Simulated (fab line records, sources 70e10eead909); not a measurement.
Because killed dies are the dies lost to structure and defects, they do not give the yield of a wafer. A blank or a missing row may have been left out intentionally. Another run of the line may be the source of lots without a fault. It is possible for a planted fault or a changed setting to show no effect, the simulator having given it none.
One fault through the eyes of 2 desks | flow nand harc | each desk holds nothing but its own numbers, with what lay behind them at the end

== FROM THE METROLOGY DESK ==
What the gauges read, lot by lot, whatever tool the lot ran on: means of the sampled wafers that have a number. Any lot whose mean is over 4 standard deviations away from the usual mean is out of limits and marked OUT; that distance is given in the brackets.
Columns: A = cd nm at NHARC_THIN_TSV_CD_MEAS_16, usual 1000.6 nm
lot  | first seen here | A
L143 | day 23 19:28    | 999.7
L142 | day 24 02:02    | 1002.3
L144 | day 24 10:14    | 997.8
L145 | day 25 02:17    | 1001.7
L148 | day 25 20:27    | 1004.1
L149 | day 26 07:19    | 997.5
L153 | day 28 14:13    | 998.9
L155 | day 29 11:24    | 1002.1
L157 | day 29 17:56    | 1000.8
L159 | day 30 13:19    | 999.7
L161 | day 31 18:24    | 1000.2
L163 | day 32 14:18    | 1000.3
L165 | day 33 18:55    | 998.5
This desk found nothing out of limits on any of the 13 lots.

== AT THE TOOL OWNER'S DESK: rie diel-06 ==
The tool's own readings at NHARC_A_CONTACT_ETCH_76 (etches the open film in N2/H2, target depth 260 nm, time 475.3 s): means of the sampled wafers that have a number, for each lot that ran on this tool. Any lot whose mean is over 4 standard deviations away from the usual mean is out of limits and marked OUT; that distance is given in the brackets.
Columns: A = bias w at NHARC_A_CONTACT_ETCH_76, usual 149.9 W; B = drypump motor current A at NHARC_A_CONTACT_ETCH_76, usual 5.64 A; C = n2 flow sccm at NHARC_A_CONTACT_ETCH_76, usual 150.0 sccm; D = oes product au at NHARC_A_CONTACT_ETCH_76, usual 0.998 a.u.; E = rf vpp V at NHARC_A_CONTACT_ETCH_76, usual 430.4 V; F = showerhead plenum p Torr at NHARC_A_CONTACT_ETCH_76, usual 2.04 Torr; G = throttle valve pct at NHARC_A_CONTACT_ETCH_76, usual 14.173 %
lot  | first seen here | A     | B    | C     | D     | E     | F    | G
L143 | day 22 00:45    | 150.3 | 5.50 | 149.7 | 1.000 | 431.6 | 2.11 | 14.180
L149 | day 24 12:36    | 150.2 | 5.73 | 150.2 | 0.985 | 431.2 | 2.05 | 14.165
L153 | day 26 17:46    | 149.7 | 5.68 | 149.7 | 1.004 | 430.6 | 2.05 | 14.167
L155 | day 27 12:28    | 149.8 | 5.66 | 150.2 | 0.988 | 432.3 | 2.12 | 14.172
L157 | day 27 21:05    | 150.0 | 5.68 | 150.3 | 0.997 | 433.1 | 2.12 | 14.168
L163 | day 30 16:21    | 149.8 | 5.53 | 149.5 | 1.005 | 429.7 | 2.02 | 14.174
L165 | day 31 21:21    | 150.4 | 5.71 | 150.3 | 1.006 | 430.5 | 2.04 | 14.166
This desk found nothing out of limits on any of the 7 lots.

== TAKEN TOGETHER ==
The metrology desk saw nothing out of limits.
Nothing out of limits was seen by the tool owner's desk.

== WHAT THE SIMULATOR PUT IN ==
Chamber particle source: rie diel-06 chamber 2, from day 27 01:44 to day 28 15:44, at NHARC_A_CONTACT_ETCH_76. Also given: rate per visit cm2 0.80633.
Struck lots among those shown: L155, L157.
